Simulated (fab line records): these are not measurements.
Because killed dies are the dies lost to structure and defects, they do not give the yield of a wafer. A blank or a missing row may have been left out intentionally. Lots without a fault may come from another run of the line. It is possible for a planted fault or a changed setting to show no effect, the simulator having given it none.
fab line records -- flow n5-finfet
record: lots: 10, wafers: 30, last-day: 19
route steps=1938 shown HKMG_FIN@447 BEOL_M4@1111 PASSIVATION@1936
lots that met no fault: taken from a fault-free run of the same line
start-h: start of the lot's first displayed wafer, in hours after the record's first day -- wait-h: how many hours have passed since the lot's step before this one -- " as in the row above -- L1.1+2: a row that stands for several wafers -- - either no value or no given start -- * or withheld: withheld -- < > ~ a bound
route shown NAME@n: names a module that has steps shown in the file, with the first one's number in the route -- usual: average and standard deviation across the fault-free wafers -- same: alike in all rows -- chamber/n: place in a boat -- sites: per-site readings -- _std_site: the values' standard deviation -- _edge_site: the outer-site mean with the inner-site mean subtracted -- radius-mm: for every site, how far away it sits from the centre of the wafer -- mask NAME#n: copy n -- behind: the last tool/chamber to shape the wafer -- hold: cause of the lot's hold/its duration in hours/its outcome -- device: which transistor (n, p or np) failed to switch -- end of line: the same wafers' tests at the end of the route -- a step with no rows: only its recipe -- killed: at the first sort, the dies lost to defects and structure; wafer yield is something else -- map: the dies of a wafer, with x for killed, . for not killed, _ for no die there
set.NAME: the run value of the setting; set.NAME@STEP: its run value at that earlier step -- model.NAME: the simulator's own value behind a step, which no gauge read
a sample of lots followed through the steps of the route, with each step as a table and each wafer as a row
services: from which hour (start-h, from the record's first day; less than 0 if before it) a tool's chamber was out of use, for how many hours, and why
== steps ==
step: N5_HKMG_FIN_STRIP_88
recipe: chemistry: N2/H2, power-w: 2500, temp-c: 300, h2-frac: 0.65, time-s: 360, pressure-mtorr: withheld, n2-flow-sccm: 1750, h2-flow-sccm: 3250
usual: drypump-motor-current-A: 5.7/0.44, heater-power-w: 463/63
lot.wafer,tool,chamber,start-h,wait-h,drypump-motor-current-A,heater-power-w,rf-hours-counter-h
L484.1,plasma-asher-01,0,76.53,0.0,6.1,372,27
L484.3,plasma-asher-01,1,76.53,0.0,4.9,463,-
L484.5,plasma-asher-01,0,76.53,0.0,6.1,376,-
L486.1,plasma-asher-02,1,90.46,0.0,5.8,445,99
L486.3,plasma-asher-02,1,90.46,0.0,5.8,430,-
L486.4,plasma-asher-02,0,90.46,0.0,6.0,547,-
L487.2,plasma-asher-02,1,94.76,0.0,5.8,430,100
L487.5,plasma-asher-02,1,94.76,0.0,5.8,432,-
L487.6,plasma-asher-02,0,94.76,0.0,6.0,529,-
L488.2,plasma-asher-02,1,101.16,0.0,5.8,431,102
L488.3,plasma-asher-02,1,101.16,0.0,5.8,425,-
L488.6,plasma-asher-02,0,101.16,0.0,6.0,546,-
L489.1,plasma-asher-01,0,105.86,0.0,6.1,375,32
L489.5,plasma-asher-01,1,105.86,0.0,4.9,474,-
L489.6,plasma-asher-01,0,105.86,0.0,6.1,390,-
L491.4,plasma-asher-02,0,128.07,0.1,6.0,541,-
L491.5,plasma-asher-02,0,128.07,0.1,6.0,539,-
L491.6,plasma-asher-02,1,128.07,0.1,5.8,430,-
L490.1,plasma-asher-01,1,129.88,0.0,4.9,474,35
L490.4,plasma-asher-01,0,129.88,0.0,6.1,379,-
L490.6,plasma-asher-01,0,129.88,0.0,6.1,374,-
L495.4,plasma-asher-01,0,146.09,0.1,6.1,379,-
L495.5,plasma-asher-01,0,146.09,0.1,6.1,382,-
L495.6,plasma-asher-01,1,146.09,0.1,4.9,479,-
L497.2,plasma-asher-02,0,155.53,0.0,6.0,553,112
L497.4,plasma-asher-02,1,155.53,0.0,5.8,441,-
L497.6,plasma-asher-02,1,155.53,0.0,5.8,432,-
L505.2,plasma-asher-02,1,200.87,0.0,5.8,430,122
L505.5,plasma-asher-02,0,200.87,0.0,6.0,539,-
L505.6,plasma-asher-02,1,200.87,0.0,5.8,422,-
step: N5_HKMG_FIN_ETCHBACK_68
recipe: chemistry: Cl2/Ar, stop-on: HfO2, target-depth-a: 5, pressure-mtorr: 10, icp-w: 600, bias-w: 60, Cl2_flow_sccm: 40, Ar_flow_sccm: 60
usual: drypump-motor-current-A: 5.8/0.5, he-backside-leak-sccm: 3.4/0.3, oes_ar_750_au: 0.77/0.11, oes-product-au: 0.76/0.11, throttle-valve-pct: 20.75/0.19
lot.wafer,tool,chamber,start-h,wait-h,drypump-motor-current-A,he-backside-leak-sccm,oes_ar_750_au,oes-product-au,rf-hours-counter-h,throttle-valve-pct
L484.1,rie-metal-03,0,77.59,0.0,4.9,3.4,0.59,0.59,137,20.73
L484.3,rie-metal-03,1,77.59,0.0,5.5,3.2,0.91,0.89,-,21.10
L484.5,rie-metal-03,0,77.59,0.0,4.9,3.5,0.59,0.58,-,20.76
L486.1,rie-metal-02,1,91.50,0.0,6.2,3.3,0.78,0.76,44,20.59
L486.3,rie-metal-02,0,91.50,0.0,6.2,3.5,0.82,0.80,-,20.61
L486.4,rie-metal-02,1,91.50,0.0,6.2,3.1,0.79,0.76,-,20.60
L487.2,rie-metal-02,1,95.80,0.0,6.2,3.2,0.77,0.76,45,20.61
L487.5,rie-metal-02,1,95.80,0.0,6.2,3.2,0.78,0.76,-,20.62
L487.6,rie-metal-02,0,95.80,0.0,6.2,3.5,0.81,0.81,-,20.63
L488.2,rie-metal-03,0,102.20,0.0,4.9,3.3,0.59,0.58,138,20.75
L488.3,rie-metal-03,1,102.20,0.0,5.5,3.4,0.90,0.88,-,21.14
L488.6,rie-metal-03,1,102.20,0.0,5.5,3.5,0.89,0.88,-,21.14
L489.1,rie-metal-02,1,106.91,0.0,6.2,3.2,0.78,0.76,45,20.61
L489.5,rie-metal-02,1,106.91,0.0,6.2,3.2,0.78,0.76,-,20.59
L489.6,rie-metal-02,0,106.91,0.0,6.2,3.4,0.80,0.80,-,20.61
L491.4,rie-metal-03,0,129.05,0.1,4.9,3.5,0.58,0.58,-,20.77
L491.5,rie-metal-03,0,129.05,0.1,4.9,3.4,0.58,0.58,-,20.78
L491.6,rie-metal-03,1,129.05,0.1,5.5,3.5,0.89,0.87,-,21.12
L490.1,rie-metal-02,1,130.98,0.0,6.2,3.4,0.78,0.75,47,20.61
L490.4,rie-metal-02,0,130.98,0.0,6.2,3.5,0.80,0.80,-,20.64
L490.6,rie-metal-02,0,130.98,0.0,6.2,3.4,0.80,0.80,-,20.62
L495.4,rie-metal-01,0,147.05,0.1,6.1,3.7,0.59,0.58,-,20.88
L495.5,rie-metal-01,1,147.05,0.1,5.1,3.3,0.67,0.66,-,20.89
L495.6,rie-metal-01,0,147.05,0.1,6.1,3.7,0.59,0.57,-,20.89
L497.2,rie-metal-03,1,156.73,0.0,5.5,3.3,0.88,0.87,16,21.13
L497.4,rie-metal-03,0,156.73,0.0,4.9,3.4,0.58,0.58,-,20.77
L497.6,rie-metal-03,1,156.73,0.0,5.5,3.4,0.88,0.84,-,21.14
L505.2,rie-metal-01,0,201.91,0.0,6.2,3.4,0.94,0.93,3,20.61
L505.5,rie-metal-01,0,201.91,0.0,6.2,3.5,0.94,0.92,-,20.60
L505.6,rie-metal-01,1,201.91,0.0,5.1,3.2,0.66,0.65,-,20.88
step: N5_HKMG_FIN_ALD_72
recipe: material: W, target-thk-a: 20, temp-c: 300, pressure-torr: 7.5, ald-precursor-family: WF6, ald-co-reactant: B2H6, pulse-time-s: 1, purge-time-s: 2, co-reactant-purge-time-s: 2, co-reactant-pulse-time-s: 3, ald-cycles: 7
usual: ald-cycles: 7/0, heater-power-w: 519/72, precursor-pulse-height-rel: 1.000/0.019
lot.wafer,tool,chamber,start-h,wait-h,ald-cycles,heater-power-w,precursor-pulse-height-rel,since-wet-clean-h
L484.1,cvd-w-01,0,78.48,0.2,7,498,1.005,760
L484.3,cvd-w-01,0,78.48,0.2,7,489,1.025,-
L484.5,cvd-w-01,0,78.48,0.2,7,490,0.965,-
L486.1,cvd-w-02,1,92.39,0.2,7,514,0.981,260
L486.3,cvd-w-02,1,92.39,0.2,7,514,1.005,-
L486.4,cvd-w-02,0,92.39,0.2,7,448,0.987,-
L487.2,cvd-w-02,0,96.69,0.2,7,449,0.968,265
L487.5,cvd-w-02,0,96.69,0.2,7,447,1.005,-
L487.6,cvd-w-02,1,96.69,0.2,7,508,1.013,-
L488.2,cvd-w-02,0,103.09,0.2,7,458,1.031,271
L488.3,cvd-w-02,0,103.09,0.2,7,441,0.985,-
L488.6,cvd-w-02,0,103.09,0.2,7,446,0.992,-
L489.1,cvd-w-01,1,107.80,0.2,7,650,1.009,790
L489.5,cvd-w-01,1,107.80,0.2,7,649,0.997,-
L489.6,cvd-w-01,1,107.80,0.2,7,647,1.028,-
L491.4,cvd-w-02,1,129.92,0.2,7,512,1.000,-
L491.5,cvd-w-02,1,129.92,0.2,7,519,1.001,-
L491.6,cvd-w-02,0,129.92,0.2,7,462,0.998,-
L490.1,cvd-w-02,0,131.86,0.2,7,453,1.002,300
L490.4,cvd-w-02,1,131.86,0.2,7,516,1.006,-
L490.6,cvd-w-02,0,131.86,0.2,7,455,1.029,-
L495.4,cvd-w-02,0,147.91,0.2,6,460,1.004,-
L495.5,cvd-w-02,0,147.91,0.2,7,454,1.009,-
L495.6,cvd-w-02,1,147.91,0.2,7,519,0.988,-
L497.2,cvd-w-02,0,157.66,0.2,7,455,0.997,326
L497.4,cvd-w-02,1,157.66,0.2,6,520,1.012,-
L497.6,cvd-w-02,0,157.66,0.2,7,452,1.011,-
L505.2,cvd-w-01,0,202.80,0.2,7,498,1.036,885
L505.5,cvd-w-01,0,202.80,0.2,7,498,0.979,-
L505.6,cvd-w-01,1,202.80,0.2,7,650,1.000,-
step: N5_HKMG_FIN_CMP_94
recipe: stop-on: SiNx, post-cmp-clean: w-dilute-nh4oh, t-overpolish-s: 4.7, down-force-psi: 4, platen-rpm: 50.289, pad-velocity-m-s: 1.0006, target-thk-nm: 43.299
usual: motor-current-A: 11.8/1
lot.wafer,tool,chamber,start-h,wait-h,motor-current-A
L484.3,cmp-04,0,79.16,0.3,11.0
L484.1,cmp-04,2,79.16,0.3,12.0
L484.5,cmp-04,3,79.16,0.3,12.4
L486.1,cmp-03,2,93.04,0.4,11.6
L486.4,cmp-03,0,93.04,0.4,11.0
L486.3,cmp-03,1,93.04,0.4,10.7
L487.2,cmp-03,0,97.34,0.4,11.0
L487.6,cmp-03,0,97.34,0.4,10.6
L487.5,cmp-03,1,97.34,0.4,10.3
L488.2,cmp-03,3,103.77,0.3,12.6
L488.3,cmp-03,1,103.77,0.3,10.1
L488.6,cmp-03,2,103.77,0.3,11.4
L489.1,cmp-04,2,108.81,0.3,12.1
L489.5,cmp-04,0,108.81,0.3,10.5
L489.6,cmp-04,1,108.81,0.3,11.2
L491.4,cmp-02,0,130.64,0.2,13.4
L491.6,cmp-02,1,130.64,0.2,12.3
L491.5,cmp-02,2,130.64,0.2,13.5
L490.1,cmp-04,1,132.52,0.4,11.0
L490.4,cmp-04,3,132.52,0.4,13.1
L490.6,cmp-04,1,132.52,0.4,10.9
L495.4,cmp-03,1,148.57,0.3,10.4
L495.5,cmp-03,0,148.57,0.3,11.3
L495.6,cmp-03,1,148.57,0.3,10.3
L497.4,cmp-03,1,158.34,0.3,10.5
L497.2,cmp-03,2,158.34,0.3,11.6
L497.6,cmp-03,1,158.34,0.3,10.5
L505.2,cmp-03,3,203.54,0.2,11.3
L505.5,cmp-03,0,203.54,0.2,11.3
L505.6,cmp-03,1,203.54,0.2,10.0
step: N5_BEOL_M4_RC_MEAS_101
usual: DIBL_N: 36.6/1.1, DIBL_P: 36.7/1.5, IOFF_N: 0.155/0.019, IOFF_P: 0.208/0.025, ION_N: 673/8.5, ION_P: 462/5.9, SS_N: 71.6/0.58, SS_P: 73.5/0.51, VT_N: 250.7/2.4, VT_P: -251/3
lot.wafer,tool,chamber,start-h,wait-h,DIBL_N[mV/V],DIBL_P[mV/V],IOFF_N[nA/um],IOFF_P[nA/um],ION_N[uA/um],ION_P[uA/um],SS_N[mV/dec],SS_P[mV/dec],VT_N[mV],VT_P[mV]
L484.1,prober-02,0,233.55,0.0,36.8,35.9,0.146,0.228,660,468,71.4,73.2,254.4,-246
L484.3,prober-02,0,233.55,0.0,37.3,36.5,0.154,0.235,669,467,71.2,73.5,251.4,-244
L484.5,prober-02,0,233.55,0.0,36.5,35.9,0.142,0.226,662,464,71.4,74.0,251.8,-246
L486.1,prober-02,0,238.15,0.0,34.9,32.8,0.140,0.178,673,464,71.2,72.9,250.1,-251
L486.3,prober-02,0,238.15,0.0,36.0,34.5,0.161,0.202,675,466,71.0,72.9,248.8,-252
L486.4,prober-02,0,238.15,0.0,35.5,34.1,0.154,0.193,670,457,70.9,73.0,249.8,-251
L487.2,prober-02,0,244.54,0.2,35.4,35.1,0.154,0.207,667,461,71.7,73.3,249.7,-248
L487.5,prober-02,0,244.54,0.2,36.8,36.9,0.183,0.242,678,467,72.5,73.5,247.9,-247
L487.6,prober-02,0,244.54,0.2,36.9,37.4,0.185,0.248,683,468,72.2,73.1,245.7,-248
L488.2,prober-01,0,252.76,0.2,37.5,37.8,0.163,0.208,669,462,71.1,73.7,251.8,-253
L488.3,prober-01,0,252.76,0.2,34.9,34.6,0.125,0.157,662,453,70.4,73.3,253.7,-252
L488.6,prober-01,0,252.76,0.2,37.0,36.5,0.152,0.190,674,462,70.5,73.4,250.9,-251
L489.1,prober-02,0,266.34,0.0,35.4,36.4,0.151,0.210,671,465,71.2,73.6,248.0,-250
L489.5,prober-02,0,266.34,0.0,36.5,38.0,0.175,0.231,682,470,72.3,73.7,250.3,-248
L489.6,prober-02,0,266.34,0.0,36.4,36.8,0.169,0.221,678,462,71.8,73.4,248.5,-249
L491.4,prober-01,0,276.12,0.5,38.0,37.6,0.171,0.246,662,462,71.5,73.6,251.7,-245
L491.5,prober-01,0,276.12,0.5,36.2,37.0,0.148,0.239,671,469,71.7,73.6,249.9,-246
L491.6,prober-01,0,276.12,0.5,38.2,38.8,0.170,0.265,665,467,71.8,73.6,247.1,-246
L495.4,prober-02,0,287.48,0.5,38.2,36.0,0.160,0.211,685,470,71.6,73.7,248.9,-250
L495.5,prober-02,0,287.48,0.5,39.0,36.8,0.180,0.227,676,462,71.5,73.5,244.7,-250
L495.6,prober-02,0,287.48,0.5,38.6,36.1,0.167,0.211,676,461,71.5,72.9,250.7,-249
L490.1,prober-02,0,291.17,0.0,36.5,40.1,0.182,0.224,684,466,72.4,74.1,251.6,-251
L490.4,prober-02,0,291.17,0.0,36.6,39.4,0.177,0.212,683,460,72.4,73.7,252.1,-252
L490.6,prober-02,0,291.17,0.0,36.7,39.5,0.179,0.219,690,464,72.8,73.8,249.7,-252
L497.2,prober-02,0,306.82,0.2,35.0,35.5,0.156,0.220,674,467,72.4,73.4,250.1,-248
L497.4,prober-02,0,306.82,0.2,36.7,37.0,0.173,0.237,674,463,72.5,73.5,248.2,-248
L497.6,prober-02,0,306.82,0.2,35.6,36.5,0.162,0.226,679,466,71.6,72.8,250.3,-247
L505.2,prober-01,0,362.67,0.2,36.5,36.6,0.150,0.218,675,464,71.7,73.4,251.7,-249
L505.5,prober-01,0,362.67,0.2,37.8,37.9,0.170,0.245,677,469,71.5,74.2,252.2,-247
L505.6,prober-01,0,362.67,0.2,35.7,35.1,0.131,0.200,675,471,71.2,73.5,253.5,-248
step: N5_PASSIVATION_PROBE_49
usual: defect-limited-yield: 91.2/1.4, killed_at_M0_to_M3: 36/11, killed_at_M4_up: 14/5.6, killed-at-contacts: 12/5.9, killed-at-front-end: 38/13, killed-at-other: 3.5/2.7, killed-dies: 104/17, killed-open: 68/12, killed-short: 34/8.2, sort_bin_5_function: 5.1/0.95, sort_bin_6_memory: 3.3/0.7, sort-n-pass: 1076/17, sort-yield-pct: 91.2/1.4
same: gross-dies: 1180, killed-at-back-side: 0, sort_bin_4_leakage[%]: 0, sort_bin_8_speed[%]: 0
lot.wafer,tool,chamber,start-h,wait-h,defect-limited-yield[%],killed_at_M0_to_M3,killed_at_M4_up,killed-at-contacts,killed-at-front-end,killed-at-other,killed-dies,killed-open,killed-short,sort_bin_5_function[%],sort_bin_6_memory[%],sort-n-pass,sort-yield-pct[%]
L490.1,prober-02,-,409.92,0.0,89.9,45,9,11,51,3,119,83,35,6.9,3.0,1061,89.9
L490.4,prober-02,-,410.07,0.2,90.8,42,10,14,38,5,109,82,27,5.5,3.6,1071,90.8
L490.6,prober-02,-,410.17,0.3,91.2,54,3,8,38,1,104,72,31,5.3,3.6,1076,91.2
killed by level:class
L490.1 FIN_SAQP:geometric-particle:open=16 STI_FIN_REVEAL:geometric-particle:open=13 BEOL_M0_SAQP:geometric-particle:short=11 MOL_CONTACT_COAG:geometric-particle:open=10 BEOL_M3:geometric-particle:open=10 BEOL_M0_SAQP:geometric-particle:open=9 FIN_SAQP:geometric-particle:short=6 BEOL_M1:geometric-particle:open=5
L490.4 FIN_SAQP:geometric-particle:open=13 MOL_CONTACT_COAG:geometric-particle:open=13 BEOL_M3:geometric-particle:open=9 FIN_SAQP:geometric-particle:short=8 BEOL_M0_SAQP:geometric-particle:open=8 STI_FIN_REVEAL:geometric-particle:open=7 BEOL_M1:geometric-particle:open=7 BEOL_M0_SAQP:geometric-particle:short=7
L490.6 STI_FIN_REVEAL:geometric-particle:open=16 BEOL_M0_SAQP:geometric-particle:short=12 FIN_SAQP:geometric-particle:open=11 BEOL_M3:geometric-particle:open=9 BEOL_M0_SAQP:geometric-particle:open=8 BEOL_M2:geometric-particle:open=8 BEOL_M1:geometric-particle:open=7 MOL_CONTACT_COAG:geometric-particle:open=6
== services ==
tool,chamber,start-h,hours,kind
cmp-02,-,53.90,1.9,repair
cmp-03,-,63.55,4.0,pm
cmp-03,-,67.55,-,consumable-replace:conditioner
cmp-04,-,79.53,0.5,repair
cmp-03,-,80.91,5.8,pm
rie-metal-01,0,91.49,3.3,repair
cmp-04,-,92.06,1.0,repair
plasma-asher-01,-,96.51,2.6,repair
cvd-w-01,0,100.92,7.6,repair
cmp-04,-,111.35,20.6,pm
cmp-02,-,127.87,1.8,repair
cmp-03,-,129.64,7.3,pm
cvd-w-01,1,133.97,2.0,repair
cmp-02,-,134.36,0.4,repair
rie-metal-02,1,139.53,11.4,repair
cmp-02,-,139.71,4.4,repair
cvd-w-01,-,156.43,1.3,repair
cmp-04,-,157.47,4.9,pm
cmp-04,-,163.90,4.0,pm
rie-metal-02,1,172.31,107.1,repair
cvd-w-02,-,182.41,2.8,pm
cmp-02,-,185.11,1.3,repair
cmp-04,-,193.41,0.9,repair
cmp-04,-,196.07,2.6,pm
== key ==
first-sign: step: N5_HKMG_FIN_ALD_72, reading: ald-cycles, direction: down, sigmas: 99+, usual: *, struck: *
effect none on later readings
met-at N5_HKMG_FIN_ALD_72
struck-lots L495,L497
struck-wafers L495.4,L497.4
not-acting-at N5_HKMG_FIN_STRIP_88,N5_HKMG_FIN_ETCHBACK_68,N5_HKMG_FIN_CMP_94
onset-between 131.86 147.91
fault: kind: process-parameter-drift, tool: cvd-w-02, chamber: -, onset-h: 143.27, steps: N5_HKMG_FIN_ALD_72, channel: ald-cycles, offset: *, shape: step, end-h: 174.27, scope: struck-wafers-only, stated: *
